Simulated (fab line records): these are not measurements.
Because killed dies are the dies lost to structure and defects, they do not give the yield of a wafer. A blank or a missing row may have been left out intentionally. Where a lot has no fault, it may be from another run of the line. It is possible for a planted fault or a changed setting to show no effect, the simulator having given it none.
fab line records | flow n5_finfet | part 2 of 2: steps 22 to 26 of 26
record: lots: 5 | wafers: 15 | last_day: 18
route steps=1938 shown BEOL_M13@1671
lots that met no fault: from a run of the same line without faults
start_h: start of the lot's first displayed wafer, in hours after the record's first day | wait_h: hours elapsed since this lot's preceding step | " the same as in the row above | L1.1+2: one row covering several wafers at once | - no value present, or no start provided | * or withheld: withheld | < > ~ a bound
route shown NAME@n: a module of which the file shows steps, and the number in the route of the first | usual: mean/standard deviation of fault-free wafers | same: alike in all rows | chamber/n: place in a boat | sites: readings site by site | _std_site: standard deviation across them | _edge_site: inner sites' mean taken away from outer sites' mean | radius_mm: for every site, how far away it sits from the centre of the wafer | mask NAME#n: copy n | behind: the tool/chamber that last shaped the wafer | hold: why the lot was held/for how many hours/how that ended | device: transistor that didn't switch, given as n, p or np | end of line: the tests these same wafers got at the end of their route | a step without rows: its recipe alone | killed: count of dies lost to structure and defects at first sort (not the wafer's yield) | map: the dies of a wafer, with x for killed, . for not killed, _ for no die there
set.NAME: the run value of the setting; set.NAME@STEP: its run value at that earlier step | model.NAME: the simulator's own value behind a step, which no gauge read
lots seen at some steps along the route; tables by step, rows by wafer
services: the hour from which a tool's chamber was out of use, counted from the record's first day as start_h (under 0 if before that day), plus the number of hours and why
== steps ==
step: N5_BEOL_M13_DESCUM_33
recipe: chemistry: O2 | time_s: 7.9 | source_power_w: 50 | bias_power_w: 20 | pressure_mtorr: 20 | rf_frequency_hz: 2.712e+07 | temp_c: 40 | o2_flow_sccm: 225
usual: chamber_pressure_mTorr: 20.000/0.016 | drypump_motor_current_A: 5.6/0.42 | oes_product_au: 0.82/0.089 | rf_vpp_V: 243.1/1.3 | showerhead_plenum_p_Torr: 2.09/0.071 | throttle_valve_pct: 20.51/0.22
lot.wafer | tool        | chamber | start_h | wait_h | chamber_pressure_mTorr | drypump_motor_current_A | oes_product_au | rf_hours_counter_h | rf_vpp_V | showerhead_plenum_p_Torr | throttle_valve_pct
L078.1    | rie_diel-04 | 2       | 285.22  | 0.2    | 20.000                 | 5.7                     | 0.97           | 7                  | 245.6    | 2.25                     | 20.72
L078.4    | "           | 0       | "       | "      | 19.999                 | 5.9                     | 0.70           | 220                | 243.1    | 2.08                     | 20.83
L078.5    | "           | 0       | "       | "      | 20.010                 | 5.9                     | 0.70           | -                  | 241.7    | 2.08                     | 20.81
L079.2    | rie_diel-06 | 0       | 285.59  | 0.0    | 20.028                 | 5.2                     | 0.79           | 108                | 241.9    | 2.01                     | 20.24
L079.3    | "           | 1       | "       | "      | 19.982                 | 5.7                     | 0.73           | 210                | 243.0    | 2.07                     | 20.65
L079.5    | "           | 0       | "       | "      | 19.981                 | 5.2                     | 0.79           | -                  | 241.6    | 2.01                     | 20.22
L089.2    | rie_diel-04 | 3       | 340.97  | 0.0    | 20.045                 | 5.2                     | 0.80           | 92                 | 241.8    | 2.04                     | 20.61
L089.3    | "           | 2       | "       | "      | 20.012                 | 5.7                     | 0.92           | 26                 | 246.2    | 2.25                     | 20.75
L089.4    | "           | 2       | "       | "      | 20.012                 | 5.7                     | 0.92           | -                  | 244.5    | 2.25                     | 20.74
L092.4    | rie_diel-06 | 0       | 358.28  | 0.1    | 19.999                 | 5.2                     | 0.77           | 127                | 241.3    | 2.00                     | 20.25
L092.5    | "           | 3       | "       | "      | 19.993                 | 6.2                     | 0.82           | -                  | 245.0    | 2.10                     | 20.32
L092.6    | "           | 2       | "       | "      | 19.980                 | 6.1                     | 0.92           | -                  | 242.4    | 2.04                     | 20.33
L097.1    | rie_diel-04 | 3       | 391.49  | 0.2    | 19.982                 | 5.2                     | 0.78           | 114                | 243.5    | 2.04                     | 20.66
L097.4    | "           | 2       | "       | "      | 20.006                 | 5.7                     | 0.87           | 48                 | 246.8    | 2.24                     | 20.78
L097.6    | "           | 2       | "       | "      | 19.985                 | 5.7                     | 0.88           | -                  | 245.9    | 2.24                     | 20.77
step: N5_BEOL_M13_ETCH_67
recipe: chemistry: CF4 | target: SiARC | target_depth_a: 1430 | time_s: 238.3 | ion_energy_ev: 80 | pressure_mtorr: 40 | source_w: 545 | bias_w: 36 | Ar_flow_sccm: 100 | cf4_flow_sccm: 100 | ends: cleared
usual: chamber_pressure_mTorr: 40.00/0.033 | drypump_motor_current_A: 5.6/0.42 | etch_rf_on_time_s: 240/8.6 | oes_product_au: 0.69/0.081 | rf_vpp_V: 184.1/1.1 | showerhead_plenum_p_Torr: 2.14/0.065 | throttle_valve_pct: 15.64/0.19
lot.wafer | tool        | chamber | start_h | wait_h | chamber_pressure_mTorr | drypump_motor_current_A | etch_rf_on_time_s | oes_product_au | rf_hours_counter_h | rf_vpp_V | showerhead_plenum_p_Torr | throttle_valve_pct
L078.1    | rie_diel-04 | 2       | 285.25  | 0.0    | 39.94                  | 5.7                     | 230               | 0.84           | 7                  | 184.8    | 2.28                     | 15.60
L078.4    | "           | 0       | "       | "      | 40.02                  | 5.9                     | 238               | 0.60           | 220                | 184.1    | 2.11                     | 15.93
L078.5    | "           | 0       | "       | "      | 40.01                  | 5.9                     | 235               | 0.60           | -                  | 184.6    | 2.11                     | 15.92
L079.2    | rie_diel-06 | 0       | 285.62  | 0.0    | 40.01                  | 5.2                     | 253               | 0.65           | 108                | 183.7    | 2.07                     | 15.55
L079.3    | "           | 1       | "       | "      | 39.99                  | 5.7                     | 240               | 0.60           | 210                | 184.1    | 2.11                     | 15.89
L079.5    | "           | 0       | "       | "      | 39.95                  | 5.2                     | 250               | 0.66           | -                  | 183.2    | 2.07                     | 15.54
L089.2    | rie_diel-04 | 3       | 341.01  | 0.0    | 40.00                  | 5.2                     | 247               | 0.68           | 92                 | 183.1    | 2.08                     | 15.60
L089.3    | "           | 2       | "       | "      | 40.07                  | 5.7                     | 229               | 0.80           | 26                 | 186.2    | 2.27                     | 15.64
L089.4    | "           | 2       | "       | "      | 39.95                  | 5.7                     | 231               | 0.80           | -                  | 186.6    | 2.27                     | 15.64
L092.4    | rie_diel-06 | 0       | 358.32  | 0.0    | 39.97                  | 5.2                     | 258               | 0.64           | 127                | 183.9    | 2.07                     | 15.60
L092.5    | "           | 3       | "       | "      | 39.99                  | 6.2                     | 241               | 0.69           | -                  | 183.3    | 2.17                     | 15.56
L092.6    | "           | 2       | "       | "      | 39.95                  | 6.1                     | 232               | 0.78           | -                  | 183.9    | 2.09                     | 15.49
L097.1    | rie_diel-04 | 3       | 391.52  | 0.0    | 40.00                  | 5.2                     | 242               | 0.66           | 114                | 183.9    | 2.07                     | 15.62
L097.4    | "           | 2       | "       | "      | 39.97                  | 5.7                     | 230               | 0.76           | 48                 | 185.8    | 2.27                     | 15.69
L097.6    | "           | 2       | "       | "      | 39.98                  | 5.7                     | 226               | 0.77           | -                  | 185.6    | 2.27                     | 15.69
step: N5_BEOL_M13_ETCH_68
recipe: chemistry: N2/H2 | target: SOC | mask_material: SiARC | source_w: 3000 | bias_w: 350 | temp_c: 40 | time_s: 355 | ion_energy_ev: 200 | pressure_mtorr: 30 | n2_flow_sccm: 200 | h2_flow_sccm: 200
usual: chamber_pressure_mTorr: 29.997/0.027 | drypump_motor_current_A: 5.6/0.42 | oes_product_au: 0.81/0.089 | rf_vpp_V: 523.7/2.3 | showerhead_plenum_p_Torr: 2.54/0.086 | throttle_valve_pct: 17.88/0.27
lot.wafer | tool        | chamber | start_h | wait_h | chamber_pressure_mTorr | drypump_motor_current_A | oes_product_au | rf_hours_counter_h | rf_vpp_V | showerhead_plenum_p_Torr | throttle_valve_pct
L078.1    | rie_diel-04 | 2       | 285.40  | 0.1    | 30.016                 | 5.7                     | 0.97           | 7                  | 528.4    | 2.73                     | 18.08
L078.4    | "           | 0       | "       | "      | 29.984                 | 5.9                     | 0.69           | 220                | 521.4    | 2.53                     | 18.25
L078.5    | "           | 0       | "       | "      | 29.987                 | 5.9                     | 0.70           | -                  | 524.3    | 2.53                     | 18.23
L079.2    | rie_diel-06 | 0       | 285.77  | 0.1    | 29.988                 | 5.2                     | 0.80           | 108                | 521.3    | 2.44                     | 17.52
L079.3    | "           | 1       | "       | "      | 29.976                 | 5.7                     | 0.72           | 210                | 522.3    | 2.52                     | 18.05
L079.5    | "           | 0       | "       | "      | 30.003                 | 5.2                     | 0.78           | -                  | 522.4    | 2.44                     | 17.50
L089.2    | rie_diel-04 | 3       | 341.15  | 0.1    | 29.999                 | 5.1                     | 0.82           | 92                 | 521.2    | 2.46                     | 17.81
L089.3    | "           | 2       | "       | "      | 30.001                 | 5.7                     | 0.92           | 26                 | 528.4    | 2.72                     | 18.12
L089.4    | "           | 2       | "       | "      | 30.002                 | 5.7                     | 0.91           | -                  | 528.5    | 2.72                     | 18.12
L092.4    | rie_diel-06 | 0       | 358.46  | 0.1    | 30.013                 | 5.2                     | 0.76           | 127                | 521.1    | 2.43                     | 17.55
L092.5    | "           | 3       | "       | "      | 29.960                 | 6.2                     | 0.80           | -                  | 524.6    | 2.57                     | 17.81
L092.6    | "           | 2       | "       | "      | 29.962                 | 6.1                     | 0.92           | -                  | 523.1    | 2.49                     | 17.58
L097.1    | rie_diel-04 | 3       | 391.67  | 0.1    | 29.978                 | 5.2                     | 0.79           | 115                | 521.2    | 2.45                     | 17.88
L097.4    | "           | 2       | "       | "      | 29.982                 | 5.7                     | 0.87           | 48                 | 527.5    | 2.71                     | 18.17
L097.6    | "           | 2       | "       | "      | 29.998                 | 5.7                     | 0.87           | -                  | 527.1    | 2.71                     | 18.15
step: N5_BEOL_M13_STRIP_69
recipe: chemistry: N2/H2 | temp_c: 40 | n2_flow_sccm: 200 | h2_flow_sccm: 200 | rf_frequency_hz: 6e+07
lot.wafer  | tool        | chamber | start_h | wait_h
L078.1+4+5 | rie_diel-04 | 2,0,0   | 285.61  | 0.1
L079.2+3+5 | rie_diel-06 | 0,1,0   | 285.98  | 0.1
L089.2+3+4 | rie_diel-04 | 3,2,2   | 341.36  | 0.1
L092.4+5+6 | rie_diel-06 | 0,3,2   | 358.68  | 0.1
L097.1+4+6 | rie_diel-04 | 3,2,2   | 391.88  | 0.1
step: N5_BEOL_M13_TRENCH_ETCH_34
recipe: chemistry: C4F8/O2/Ar | target: SiOC | target_depth_a: 4134.7 | mask_material: SOC | pressure_mtorr: 30 | source_w: 3000 | bias_w: 700 | Ar_flow_sccm: 400 | C4F8_flow_sccm: 15 | O2_flow_sccm: 8 | he_inner_torr: 15 | he_outer_torr: 30 | time_s: 162.6 | ion_energy_ev: 250
usual: chamber_pressure_mTorr: 30.001/0.027 | drypump_motor_current_A: 5.6/0.41 | oes_product_au: 0.81/0.089 | rf_vpp_V: 665.3/2.9 | showerhead_plenum_p_Torr: 3.41/0.11 | throttle_valve_pct: 24.26/0.19
lot.wafer | tool        | chamber | start_h | wait_h | chamber_pressure_mTorr | drypump_motor_current_A | oes_product_au | rf_hours_counter_h | rf_vpp_V | showerhead_plenum_p_Torr | throttle_valve_pct
L078.1    | rie_diel-04 | 2       | 285.62  | 0.0    | 29.975                 | 5.7                     | 0.95           | 7                  | 672.3    | 3.64                     | 24.43
L078.4    | "           | 0       | "       | "      | 30.006                 | 5.9                     | 0.68           | 220                | 666.2    | 3.37                     | 24.41
L078.5    | "           | 0       | "       | "      | 29.971                 | 5.9                     | 0.68           | -                  | 663.7    | 3.37                     | 24.41
L079.2    | rie_diel-06 | 0       | 285.99  | 0.0    | 29.996                 | 5.2                     | 0.79           | 108                | 662.4    | 3.29                     | 24.02
L079.3    | "           | 1       | "       | "      | 29.969                 | 5.7                     | 0.73           | 210                | 665.6    | 3.35                     | 24.25
L079.5    | "           | 0       | "       | "      | 30.042                 | 5.2                     | 0.80           | -                  | 661.4    | 3.29                     | 24.01
L089.2    | rie_diel-04 | 3       | 341.37  | 0.0    | 29.996                 | 5.2                     | 0.81           | 93                 | 662.2    | 3.31                     | 24.20
L089.3    | "           | 2       | "       | "      | 30.026                 | 5.7                     | 0.92           | 26                 | 670.0    | 3.63                     | 24.46
L089.4    | "           | 2       | "       | "      | 30.011                 | 5.7                     | 0.92           | -                  | 671.5    | 3.63                     | 24.46
L092.4    | rie_diel-06 | 0       | 358.69  | 0.0    | 30.019                 | 5.2                     | 0.77           | 127                | 661.1    | 3.28                     | 24.02
L092.5    | "           | 3       | "       | "      | 30.045                 | 6.2                     | 0.80           | -                  | 666.4    | 3.48                     | 24.33
L092.6    | "           | 2       | "       | "      | 29.988                 | 6.1                     | 0.92           | -                  | 664.0    | 3.33                     | 24.07
L097.1    | rie_diel-04 | 3       | 391.89  | 0.0    | 29.988                 | 5.1                     | 0.79           | 115                | 662.3    | 3.30                     | 24.21
L097.4    | "           | 2       | "       | "      | 29.970                 | 5.7                     | 0.86           | 48                 | 671.2    | 3.62                     | 24.50
L097.6    | "           | 2       | "       | "      | 30.022                 | 5.7                     | 0.87           | -                  | 669.6    | 3.62                     | 24.48
== services ==
tool            | chamber | start_h | hours | kind
krf_scanner-01  | -       | 260.40  | 0.2   | repair
krf_scanner-01  | -       | 262.63  | 1.0   | pm
rie_diel-06     | 0       | 267.66  | 4.5   | repair
rie_diel-06     | 2       | 272.21  | -     | clean
rie_diel-06     | 2       | 272.21  | -     | consumable_replace:focus_ring
rie_diel-06     | 2       | 272.21  | 23.9  | scheduled_down
rie_diel-06     | 2       | 272.21  | 23.9  | vent_cycle
rie_diel-04     | 3       | 278.44  | 4.5   | repair
krf_scanner-01  | -       | 284.14  | 1.3   | pm
rie_diel-03     | 2       | 296.51  | 115.9 | repair
rie_diel-04     | 3       | 296.85  | 3.5   | repair
plasma_asher-02 | -       | 309.52  | 2.3   | repair
krf_scanner-01  | -       | 313.11  | 0.3   | repair
krf_scanner-01  | -       | 314.16  | 4.0   | pm
krf_scanner-02  | -       | 318.18  | 1.0   | pm
krf_scanner-02  | -       | 329.85  | 4.0   | pm
rie_diel-04     | 1       | 334.75  | 7.2   | repair
rie_diel-06     | -       | 340.42  | 15.6  | pm
rie_diel-04     | 1       | 342.30  | -     | clean
plasma_asher-02 | -       | 356.90  | 1.6   | repair
krf_scanner-01  | -       | 362.70  | 4.4   | pm
krf_scanner-02  | -       | 370.68  | 1.3   | pm
krf_scanner-01  | -       | 385.35  | 0.8   | pm
rie_diel-03     | 1       | 389.65  | 1.9   | repair
